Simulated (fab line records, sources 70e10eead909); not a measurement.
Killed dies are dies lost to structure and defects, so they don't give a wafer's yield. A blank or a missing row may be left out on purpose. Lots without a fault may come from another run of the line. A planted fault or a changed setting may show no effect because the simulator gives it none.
Chamber matching | flow nand_harc | NHARC_A_STAIRCASE_ETCHBACK_422 on rie_diel-13: 4 sister chambers
The step etches the open film in CH3F/O2, target depth 40 nm, time 74.286 s. 4 wafers are shown with their chamber, then 8 later ones without.

WAFERS WITH THEIR CHAMBER
wafer  | chamber | showerhead_plenum_p_Torr (Torr)
L084.4 | 0       | 2.65
L081.2 | 3       | 2.41
L081.3 | 1       | 2.31
L085.1 | 2       | 2.62

WAFERS WITHOUT THEIR CHAMBER
wafer  | showerhead_plenum_p_Torr (Torr)
L085.2 | 2.30
L085.3 | 2.64
L095.1 | 2.40
L095.3 | 2.30
L095.6 | 2.30
L096.1 | 2.40
L096.2 | 2.61
L096.6 | 2.61

WHICH CHAMBER EACH WENT THROUGH
wafer  | from the rows above     | in truth
L085.2 | 1                       | 1
L085.3 | can't be placed: 0 or 2 | 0
L095.1 | 3                       | 3
L095.3 | 1                       | 1
L095.6 | 1                       | 1
L096.1 | 3                       | 3
L096.2 | 2                       | 2
L096.6 | 2                       | 2
Placed correctly: 7 of 8. Can't be placed from these rows: 1 (the true chamber is among the candidates in 1). Placed wrongly: 0.
How it was worked out, from the rows above alone: a wafer's distance from a chamber is the root of the sum, over the readings, of the square of ((its reading less the chamber's mean) divided by the reading's scatter). The wafer belongs to the nearest chamber; if the next one is less than 2 further off, it can't be placed. A chamber's mean is the mean of its shown wafers. The scatter: with one shown wafer a chamber, the root of the mean of the squares of how far each hidden wafer lies from its nearest shown one.
